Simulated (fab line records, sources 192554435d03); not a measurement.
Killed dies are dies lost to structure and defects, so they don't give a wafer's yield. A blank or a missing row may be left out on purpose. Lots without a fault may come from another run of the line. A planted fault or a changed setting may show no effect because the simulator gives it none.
A struck lot beside a sound one | flow n5_finfet | 15 steps out of a route of 1938
Sound: wafers L809.1, L809.5, L809.6. Struck: wafer L812.6. (L812.3 of the same lot was not struck and is left out.) The cause comes at the end.
At each step with rows: each side's tool, then ch and its chambers, then its first start. Under that, the readings that differ: sound wafers | struck wafers | difference of the means | sigmas: that difference in standard deviations of wafers without a fault.
alike: readings whose means differ by less than 2 such deviations, and words and numbers that are the same on both sides. not compared: withheld readings, readings that some wafer has no value for, bounds like >300 that may hide the same value, and numbers for which the record gives no deviation and whose values overlap.
The two part at a step that has a row with sigmas, a row that says differs or no value, or rows on one side only. Numbers that don't overlap but have no deviation are shown without sigmas and don't part them. A reading that every wafer of one side lacks parts them only if that side has two wafers or more.

N5_SDB_INSPECT_36: inspects for defects (darkfield).
  sound on defect_inspect-01, day 6 05:10; struck on defect_inspect-02, day 6 22:57
  alike: raw_defect_count
N5_DUMMY_REMOVAL_HM_STRIP_01: strips SiNx in CH3F/O2, stops on poly-Si, target depth 4 nm, time 6.8 s.
  sound on rie_diel-02 ch 0,2,3, day 6 05:13; struck on rie_diel-04 ch 1, day 6 22:59
  alike: drypump_motor_current_A, oes_product_au, rf_vpp_V, showerhead_plenum_p_Torr, throttle_valve_pct
  not compared: rf_hours_counter_h
N5_DUMMY_REMOVAL_STRIP_10: strips in N2/H2, time 40 s.
  sound on rie_diel-02 ch 0,2,3, day 6 05:14; struck on rie_diel-04 ch 1, day 6 23:01
  alike: drypump_motor_current_A, oes_product_au, rf_vpp_V, showerhead_plenum_p_Torr, throttle_valve_pct
  not compared: rf_hours_counter_h
then, 2 steps without rows for these wafers: N5_DUMMY_REMOVAL_PRECLEAN_07 (cleans in dHF, time 30 s); N5_DUMMY_REMOVAL_DUMMY_REMOVE_02 (chemistry TMAH, target poly-Si, stops on SiO2, target depth 142 nm, time 57 s, rinse time 30 s).
N5_DUMMY_REMOVAL_INSPECT_06: inspects for defects (brightfield).
  sound on defect_inspect-01, day 6 05:24; struck on defect_inspect-02, day 6 23:11
  alike: raw_defect_count
then, 4 steps without rows for these wafers: N5_DUMMY_REMOVAL_PRECLEAN_08 (cleans in NF3:NH3, afs cycles 2, time 20 s, sublimation time 60 s); N5_DUMMY_REMOVAL_PRECLEAN_04 (cleans in DHF, time 37 s); N5_DUMMY_REMOVAL_SRD_05 (time 30 s); N5_HKMG_FIN_IL_REGROW_00 (material SiO2, chemistry O3, target thk 0.75 nm, time 30 s).
N5_HKMG_FIN_HK_ALD_01: deposits HfO2, target thk 1.6 nm, pulse time 3 s, purge time 3 s.
  sound on ald_hk-01 ch 0,1,2, day 6 05:46; struck on ald_hk-03 ch 1, day 6 23:33
  alike: precursor_pulse_height_rel
  not compared: co_reactant_pulse_time_s
N5_HKMG_FIN_HK_ANNEAL_02: time 30 s.
  sound on rtp_anneal-01 ch 0, day 6 05:58; struck on rtp_anneal-01 ch 0, day 6 23:48
  alike: lamp_power_pct, wafer_temp_C_max
N5_HKMG_FIN_ALD_74: deposits La2O3, target thk 0.5 nm, pulse time 6 s, co reactant pulse time 1 s.
  sound on ald_hk-02 ch 0,2,3, day 6 06:11; struck on ald_hk-02 ch 0, day 6 23:57
  reading                      | sound | struck  | difference | sigmas
  co_reactant_pulse_time_s (s) | 1 1 1 | 0.86426 | -0.13574   |
  alike: heater_power_w, precursor_pulse_height_rel
N5_HKMG_FIN_ALD_75: deposits Al2O3, target thk 1 nm, co reactant pulse time 1 s.
  sound on ald_hk-02 ch 0,2,3, day 6 06:16; struck on ald_hk-02 ch 0, day 7 00:02
  alike: heater_power_w, precursor_pulse_height_rel
-- the record jumps here: 4 days lie between the struck wafers' starts before and after (it left off in module HKMG_FIN and takes up again in module BEOL_M4, whose first step shown is number 1111 of the route) --
N5_BEOL_M4_RC_MEAS_101:
  sound on prober-02 ch 0, day 10 02:06; struck on prober-01 ch 0, day 11 02:27
  alike: DIBL_N, DIBL_P, IOFF_N, IOFF_P, ION_N, ION_P, SS_N, SS_P, VT_N, VT_P

WHERE THEY PART
Nowhere in this record.

WHY: what the simulator had put in
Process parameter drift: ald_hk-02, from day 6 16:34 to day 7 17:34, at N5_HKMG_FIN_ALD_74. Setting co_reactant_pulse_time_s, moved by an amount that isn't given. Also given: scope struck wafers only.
